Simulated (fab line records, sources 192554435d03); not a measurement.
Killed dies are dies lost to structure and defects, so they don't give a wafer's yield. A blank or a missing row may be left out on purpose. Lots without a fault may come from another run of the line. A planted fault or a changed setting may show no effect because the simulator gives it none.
Chamber matching | flow n5_finfet | N5_MOL_CONTACT_COAG_ETCH_124 on rie_diel-05: 4 sister chambers
The step etches SiNx in CH3F/O2, stops on SiOC, target depth 6.5 nm. 8 wafers are shown with their chamber, then 8 later ones without.

WAFERS WITH THEIR CHAMBER
wafer  | chamber | throttle_valve_pct (%) | showerhead_plenum_p_Torr (Torr)
L081.4 | 1       | 16.50                  | 2.01
L082.1 | 0       | 16.42                  | 2.01
L082.2 | 2       | 16.25                  | 2.04
L082.4 | 1       | 16.50                  | 2.01
L090.1 | 2       | 16.28                  | 2.03
L090.4 | 3       | 16.33                  | 2.00
L090.6 | 3       | 16.33                  | 2.00
L092.3 | 0       | 16.47                  | 2.01

WAFERS WITHOUT THEIR CHAMBER
wafer  | throttle_valve_pct (%) | showerhead_plenum_p_Torr (Torr)
L092.5 | 16.29                  | 2.03
L092.6 | 16.36                  | 2.00
L093.4 | 16.46                  | 2.01
L093.5 | 16.53                  | 2.00
L093.6 | 16.29                  | 2.03
L095.1 | 16.53                  | 2.00
L095.3 | 16.48                  | 2.00
L095.6 | 16.48                  | 2.00

WHICH CHAMBER EACH WENT THROUGH
wafer  | from the rows above     | in truth
L092.5 | 2                       | 2
L092.6 | 3                       | 3
L093.4 | can't be placed: 0 or 1 | 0
L093.5 | can't be placed: 1 or 0 | 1
L093.6 | 2                       | 2
L095.1 | can't be placed: 1 or 0 | 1
L095.3 | can't be placed: 1 or 0 | 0
L095.6 | can't be placed: 1 or 0 | 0
Placed correctly: 3 of 8. Can't be placed from these rows: 5 (the true chamber is among the candidates in 5). Placed wrongly: 0.
How it was worked out, from the rows above alone: a wafer's distance from a chamber is the root of the sum, over the readings, of the square of ((its reading less the chamber's mean) divided by the reading's scatter). The wafer belongs to the nearest chamber; if the next one is less than 2 further off, it can't be placed. A chamber's mean is the mean of its shown wafers. The scatter: the root of (the sum of the squares of (reading less its chamber's mean) over the shown wafers, divided by (wafers less chambers)).
